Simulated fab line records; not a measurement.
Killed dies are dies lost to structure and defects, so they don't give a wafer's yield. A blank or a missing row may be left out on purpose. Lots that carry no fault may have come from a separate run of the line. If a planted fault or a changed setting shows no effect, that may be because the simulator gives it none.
Which tool is to blame? ; flow n5 finfet ; Sampling: 12 lots, 31 wafers, 2 of 1938 route steps

== WHAT EACH GAUGE READ, for each wafer ==
N5_PASSIVATION_OVL_MEAS_60. Usual: TV_OVL typically reads -1 nm, with standard deviation 5.9.
lot;measured;on;TV_OVL (nm);flag
L980;day 14 00:15;overlay-01;-2 3 9;
L984;day 14 01:05;overlay-02;0 -2;
L986;day 14 14:38;overlay-01;-6 -2 4;
L987;day 14 10:51;overlay-02;4 4;
L985;day 15 03:07;overlay-02;-3 0;
L983;day 15 11:07;overlay-02;-7 -9 -14;
L989;day 15 11:17;overlay-02;7 4 8;
L991;day 16 02:31;overlay-02;2 3 5;
L994;day 16 22:14;overlay-02;-7 2 -4;
L993;day 16 22:40;overlay-02;-4 3;
L996;day 17 17:55;overlay-02;-3 -2;
L101;day 18 19:30;overlay-01;1 -3 -1;

== WHAT TOOL EACH LOT RAN ON (gives the tool, then ch and the chambers of the sampled wafers, and finally the start) ==
lot;N5_BEOL_M9_ALD_74
L980;ald metal-02 ch 0,1,3, day 11 13:32
L984;ald metal-02 ch 0,3, day 11 17:35
L986;ald metal-04 ch 0,1, day 11 21:25
L987;ald metal-02 ch 0,1, day 11 21:59
L985;ald metal-02 ch 0,3, day 12 04:13
L983;ald metal-01 ch 0,1, day 13 04:46
L989;ald metal-04 ch 0,1,3, day 13 11:50
L991;ald metal-04 ch 0,1,3, day 13 12:46
L994;ald metal-04 ch 1,3, day 14 11:21
L993;ald metal-02 ch 0,1, day 14 13:38
L996;ald metal-01 ch 2,3, day 15 03:50
L101;ald metal-04 ch 0,1, day 16 13:44
- N5_BEOL_M9_ALD_74: deposits TaN, target thk 2 nm, pulse time 2 s, purge time 3 s.

== WHAT THE TOOLS THEMSELVES READ (means of the sampled wafers that have a number; where no wafer has one, the mark that the record gives instead) ==
N5_BEOL_M9_ALD_74. Usual: heater power outer w 235 W, standard deviation 25; heater power w 419 W, standard deviation 31; mfc carrier sccm 1500 sccm, standard deviation 3.8.
lot;tool;heater power outer w (W);heater power w (W);mfc carrier sccm (sccm);flag
L980;ald metal-02;228;407;1501;
L984;ald metal-02;227;420;1496;
L986;ald metal-04;242;416;1500;
L987;ald metal-02;226;400;1500;
L985;ald metal-02;230;416;1499;
L983;ald metal-01;234;423;1503;
L989;ald metal-04;245;434;1501;
L991;ald metal-04;243;435;1498;
L994;ald metal-04;263;449;1501;
L993;ald metal-02;224;404;1495;
L996;ald metal-01;217;397;1503;
L101;ald metal-04;264;431;1501;

== THE ANSWER, worked out from the rows above alone ==
Rule: a lot is off if the mean of its wafers that have a number lies more than 3 standard deviations from the usual mean. A lot without any number at a reading at which 4 lots or more have one is off too. All remaining lots with rows at the step are treated as sound. First the gauges in route order, then the tools' own readings, where a lot's mean is used as printed above. At the first step where some lot is off, the reading lying furthest off is the one used; lots without a number count as furthest.
Nothing can be told from this: no lot is off at any reading shown.

== WHAT THE SIMULATOR HAD INSERTED ==
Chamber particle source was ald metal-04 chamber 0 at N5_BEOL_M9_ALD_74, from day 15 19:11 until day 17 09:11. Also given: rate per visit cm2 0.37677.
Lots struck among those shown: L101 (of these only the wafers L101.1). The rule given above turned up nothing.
